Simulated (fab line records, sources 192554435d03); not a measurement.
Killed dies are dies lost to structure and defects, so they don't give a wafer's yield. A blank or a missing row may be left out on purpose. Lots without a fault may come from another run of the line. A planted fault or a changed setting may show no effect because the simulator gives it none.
A struck lot beside a sound one | flow n5_finfet | 37 steps out of a route of 1938
Sound: wafers L989.2, L989.4, L989.6. Struck: wafers L988.4, L988.5, L988.6. The cause comes at the end.
At each step with rows: each side's tool, then ch and its chambers, then its first start. Under that, the readings that differ: sound wafers | struck wafers | difference of the means | sigmas: that difference in standard deviations of wafers without a fault.
alike: readings whose means differ by less than 2 such deviations, and words and numbers that are the same on both sides. not compared: withheld readings, readings that some wafer has no value for, bounds like >300 that may hide the same value, and numbers for which the record gives no deviation and whose values overlap.
The two part at a step that has a row with sigmas, a row that says differs or no value, or rows on one side only. Numbers that don't overlap but have no deviation are shown without sigmas and don't part them. A reading that every wafer of one side lacks parts them only if that side has two wafers or more.

first, 12 steps without rows for these wafers: N5_BEOL_M2_SPUTTER_86 (material Cu, target thk 4.5 nm, time 8.29 s); N5_BEOL_M2_ANNEAL_87 (time 240 s); N5_BEOL_M2_SPUTTER_88 (material Cu, target thk 4.5 nm, time 8.29 s); N5_BEOL_M2_ANNEAL_89 (time 240 s); N5_BEOL_M2_SPUTTER_90 (material Cu, target thk 4.5 nm, time 8.29 s); N5_BEOL_M2_ANNEAL_91 (time 240 s); N5_BEOL_M2_SPUTTER_92 (material Cu, target thk 4.5 nm, time 8.29 s); N5_BEOL_M2_ANNEAL_93 (time 240 s); N5_BEOL_M2_SPUTTER_94 (material Cu, target thk 4.5 nm, time 8.29 s); N5_BEOL_M2_ANNEAL_95 (time 240 s); N5_BEOL_M2_SPUTTER_96 (material Cu, target thk 4.5 nm, time 8.29 s); N5_BEOL_M2_ECD_50 (material Cu, target thk 300 nm).
N5_BEOL_M2_ANNEAL_51: time 90 s.
  sound on rtp_anneal-01 ch 0, day 9 19:02; struck on rtp_anneal-02, day 9 13:25
  no value came back on the struck wafers for anneal_temp_c (C), anneal_temp_c_max, wafer_temp_C_max; on the sound wafers anneal_temp_c (C) reads 225.13 225.10 225.02
N5_BEOL_M2_CMP_52: polishes, stops on SiOC, t overpolish 6.8 s, target thk 40 nm.
  sound on cmp-04 ch 1,2, day 9 19:21; struck on cmp-04 ch 1,2, day 9 13:34
  reading                      | sound          | struck         | difference | sigmas
  barrier_field_endpoint_s (s) | 24.8 24.7 24.6 | 29.3 29.2 29.5 | +4.6       | +9
  time_to_endpoint_s (s)       | 65.8 60.9 61.9 | 81.3 81.4 82.1 | +18.7      | +7
  alike: motor_current_A, overpolish_run_s
then, 21 steps without rows for these wafers: N5_BEOL_M2_PRE_CLEAN_60 (time 15 s); N5_BEOL_M2_CO_CAP_55 (material Co, precursor CCTBA/H2, target thk 2 nm, time 102.1 s); N5_BEOL_M2_PRE_CLEAN_56 (time 15 s); N5_BEOL_M2_DEP_57 (deposits SiCN from 3MS/NH3, target thk 8 nm, time 14 s); N5_BEOL_M3_ILD_DEP_00 (deposits SiOC from DEMS/O2, target thk 79 nm, time 15.3 s); N5_BEOL_M3_PECVD_72 (deposits SiO2 from TEOS/O2, target thk 16 nm, time 18 s); N5_BEOL_M3_HM_DEP_02 (deposits TiN, target thk 20 nm); N5_BEOL_M3_COAT_61 (time 60 s, resist thk 60 nm); N5_BEOL_M3_COAT_62 (time 60 s, resist thk 12 nm); N5_BEOL_M3_COAT_73 (time 60 s, resist thk 5 nm); N5_BEOL_M3_COAT_05 (resist thk 30 nm); N5_BEOL_M3_EBR_07; N5_BEOL_M3_SOFTBAKE_06 (time 60 s); N5_BEOL_M3_EXPOSE_08 (exposes mask M3); N5_BEOL_M3_PEB_09 (peb time 60 s); N5_BEOL_M3_DEVELOP_10 (develop time 30 s); N5_BEOL_M3_DESCUM_16 (chemistry O2, time 7 s); N5_BEOL_M3_ETCH_74 (etches underlayer in N2/H2, target depth 6.5 nm, time 5.2 s); N5_BEOL_M3_ETCH_63 (etches SiARC in CF4, target depth 15.6 nm, time 26 s); N5_BEOL_M3_ETCH_64 (etches SOC in N2/H2, target depth 75 nm, overetch 15 nm, time 112.5 s); N5_BEOL_M3_STRIP_65 (strips in N2/H2).
N5_BEOL_M4_RC_MEAS_101:
  the record has rows for the sound wafers here (prober-02 ch 0, day 10 14:52) and none for the struck ones
-- the record jumps here: 6 days lie between the struck wafers' starts before and after (it left off in module BEOL_M4 and takes up again in module PASSIVATION, whose first step shown is number 1936 of the route) --
N5_PASSIVATION_PROBE_49:
  sound on prober-02, day 14 18:14; struck on prober-02, day 15 07:49
  reading                  | sound          | struck         | difference | sigmas
  defect_limited_yield (%) | 88.1 90.3 88.9 | 39.1 38.7 40.1 | -49.8      | -38
  killed_at_M0_to_M3       | 50 44 44       | 622 656 634    | +591       | +59
  killed_dies              | 140 115 131    | 719 723 707    | +588       | +39
  sort_n_pass              | 1040 1065 1049 | 461 457 473    | -588       | -39
  sort_yield_pct (%)       | 88.1 90.3 88.9 | 39.1 38.7 40.1 | -49.8      | -38
  alike: killed_at_M4_up, killed_at_contacts, killed_at_front_end, killed_at_other, killed_on_rim, killed_open, killed_short, sort_bin_5_function, sort_bin_6_memory

WHERE THEY PART
First at N5_BEOL_M2_ANNEAL_51; last, within this record, at N5_PASSIVATION_PROBE_49.

WHY: what the simulator had put in
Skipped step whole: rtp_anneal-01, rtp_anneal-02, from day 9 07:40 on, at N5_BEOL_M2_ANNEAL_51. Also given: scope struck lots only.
